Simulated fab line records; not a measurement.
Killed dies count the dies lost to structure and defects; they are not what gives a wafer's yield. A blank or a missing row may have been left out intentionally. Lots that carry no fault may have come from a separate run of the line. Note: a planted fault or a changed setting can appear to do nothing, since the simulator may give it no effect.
Chamber matching / flow n5Finfet / 4 sister chambers for N5_STI_FIN_REVEAL_ALD_00 on aldSin-02
The step deposits SiO2, target thk 1 nm, pulse time 1 s. 16 wafers are shown with their chamber, then 8 later ones without.

== WAFERS, EACH WITH ITS CHAMBER ==
wafer=L077.1; chamber=1; heaterPowerW (W)=435; heaterPowerOuterW (W)=236; precursorPulseHeightRel=1.011
wafer=L077.3; chamber=3; heaterPowerW (W)=467; heaterPowerOuterW (W)=251; precursorPulseHeightRel=1.017
wafer=L077.5; chamber=1; heaterPowerW (W)=428; heaterPowerOuterW (W)=237; precursorPulseHeightRel=1.017
wafer=L080.1; chamber=0; heaterPowerW (W)=501; heaterPowerOuterW (W)=264; precursorPulseHeightRel=1.010
wafer=L080.3; chamber=3; heaterPowerW (W)=472; heaterPowerOuterW (W)=263; precursorPulseHeightRel=1.002
wafer=L080.6; chamber=1; heaterPowerW (W)=432; heaterPowerOuterW (W)=241; precursorPulseHeightRel=1.013
wafer=L084.3; chamber=1; heaterPowerW (W)=442; heaterPowerOuterW (W)=234; precursorPulseHeightRel=1.046
wafer=L084.5; chamber=2; heaterPowerW (W)=494; heaterPowerOuterW (W)=274; precursorPulseHeightRel=0.983
wafer=L084.6; chamber=1; heaterPowerW (W)=426; heaterPowerOuterW (W)=235; precursorPulseHeightRel=1.020
wafer=L086.1; chamber=3; heaterPowerW (W)=467; heaterPowerOuterW (W)=254; precursorPulseHeightRel=1.022
wafer=L086.2; chamber=0; heaterPowerW (W)=503; heaterPowerOuterW (W)=262; precursorPulseHeightRel=0.990
wafer=L086.4; chamber=2; heaterPowerW (W)=495; heaterPowerOuterW (W)=269; precursorPulseHeightRel=1.027
wafer=L087.2; chamber=3; heaterPowerW (W)=472; heaterPowerOuterW (W)=263; precursorPulseHeightRel=1.018
wafer=L087.5; chamber=3; heaterPowerW (W)=466; heaterPowerOuterW (W)=264; precursorPulseHeightRel=1.000
wafer=L087.6; chamber=2; heaterPowerW (W)=483; heaterPowerOuterW (W)=271; precursorPulseHeightRel=1.016
wafer=L093.1; chamber=0; heaterPowerW (W)=501; heaterPowerOuterW (W)=261; precursorPulseHeightRel=1.019

SIGNATURES (means of the wafers above)
reading=heaterPowerW; chamber 0=501.67; chamber 1=432.60; chamber 2=490.67; chamber 3=468.80; scatter within a chamber=4.88
reading=heaterPowerOuterW; chamber 0=262.33; chamber 1=236.60; chamber 2=271.33; chamber 3=259.00; scatter within a chamber=4.01
reading=precursorPulseHeightRel; chamber 0=1.00633; chamber 1=1.02140; chamber 2=1.00867; chamber 3=1.01180; scatter within a chamber=0.015
Rule: for each reading, subtract the chamber's mean from the wafer's reading, divide by that reading's scatter and square the result; add these up over the readings and take the root, which gives the wafer's distance from the chamber. If the next closest chamber is less than 2 further off than the closest, the wafer can't be placed; otherwise it belongs to the closest. The scatter is the square root of a quotient: the sum, over the shown wafers, of each reading's squared deviation from its chamber's mean, divided by wafers minus chambers.

== WAFERS MISSING THEIR CHAMBER ==
wafer=L093.4; heaterPowerW (W)=422; heaterPowerOuterW (W)=233; precursorPulseHeightRel=1.031
wafer=L093.5; heaterPowerW (W)=461; heaterPowerOuterW (W)=256; precursorPulseHeightRel=0.986
wafer=L094.2; heaterPowerW (W)=502; heaterPowerOuterW (W)=263; precursorPulseHeightRel=0.983
wafer=L094.3; heaterPowerW (W)=501; heaterPowerOuterW (W)=273; precursorPulseHeightRel=0.991
wafer=L094.4; heaterPowerW (W)=437; heaterPowerOuterW (W)=240; precursorPulseHeightRel=1.054
wafer=L096.2; heaterPowerW (W)=497; heaterPowerOuterW (W)=272; precursorPulseHeightRel=1.008
wafer=L096.3; heaterPowerW (W)=420; heaterPowerOuterW (W)=239; precursorPulseHeightRel=1.025
wafer=L096.6; heaterPowerW (W)=464; heaterPowerOuterW (W)=254; precursorPulseHeightRel=1.004

== WHICH CHAMBER EACH ONE RAN IN ==
wafer=L093.4; from the rows above=1; in truth=1
wafer=L093.5; from the rows above=3; in truth=3
wafer=L094.2; from the rows above=can't be placed: 0 or 2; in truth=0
wafer=L094.3; from the rows above=can't be placed: 2 or 0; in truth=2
wafer=L094.4; from the rows above=1; in truth=1
wafer=L096.2; from the rows above=can't be placed: 2 or 0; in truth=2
wafer=L096.3; from the rows above=1; in truth=1
wafer=L096.6; from the rows above=3; in truth=3
Placed correctly: 5 of 8. Can't be placed from these rows: 3 (the true chamber is among the candidates in 3). 0 placed wrongly.
